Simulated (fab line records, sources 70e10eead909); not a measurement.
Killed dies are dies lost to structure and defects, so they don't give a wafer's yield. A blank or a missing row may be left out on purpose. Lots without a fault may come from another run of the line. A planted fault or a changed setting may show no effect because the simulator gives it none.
Chamber matching | flow nand_harc | NHARC_P_GATE_ETCH_32 on rie_si-01: 4 sister chambers
The step etches the open film in HBr/Cl2, target depth 150 nm, time 100.1 s. 8 wafers are shown with their chamber, then 6 later ones without.

WAFERS WITH THEIR CHAMBER
wafer  | chamber | he_backside_leak_sccm (sccm) | throttle_valve_pct (%)
L589.6 | 3       | 3.0                          | 26.412
L602.1 | 2       | 2.5                          | 26.417
L606.1 | 1       | 2.5                          | 26.396
L606.4 | 0       | 2.8                          | 26.401
L606.6 | 2       | 2.8                          | 26.402
L607.2 | 3       | 3.1                          | 26.408
L607.3 | 0       | 2.9                          | 26.403
L607.5 | 1       | 2.5                          | 26.417

WAFERS WITHOUT THEIR CHAMBER
wafer  | he_backside_leak_sccm (sccm) | throttle_valve_pct (%)
L611.1 | 2.8                          | 26.417
L611.4 | 2.8                          | 26.409
L611.5 | 3.1                          | 26.399
L612.2 | 3.1                          | 26.408
L612.3 | 2.7                          | 26.414
L612.6 | 2.8                          | 26.396

WHICH CHAMBER EACH WENT THROUGH
wafer  | from the rows above               | in truth
L611.1 | can't be placed: 2 or 0 or 3 or 1 | 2
L611.4 | can't be placed: 0 or 2 or 3 or 1 | 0
L611.5 | can't be placed: 3 or 0           | 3
L612.2 | can't be placed: 3 or 0           | 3
L612.3 | can't be placed: 2 or 0 or 1      | 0
L612.6 | can't be placed: 0 or 2 or 3      | 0
Placed correctly: 0 of 6. Can't be placed from these rows: 6 (the true chamber is among the candidates in 6). Placed wrongly: 0.
How it was worked out, from the rows above alone: a wafer's distance from a chamber is the root of the sum, over the readings, of the square of ((its reading less the chamber's mean) divided by the reading's scatter). The wafer belongs to the nearest chamber; if the next one is less than 2 further off, it can't be placed. A chamber's mean is the mean of its shown wafers. The scatter: the root of (the sum of the squares of (reading less its chamber's mean) over the shown wafers, divided by (wafers less chambers)).
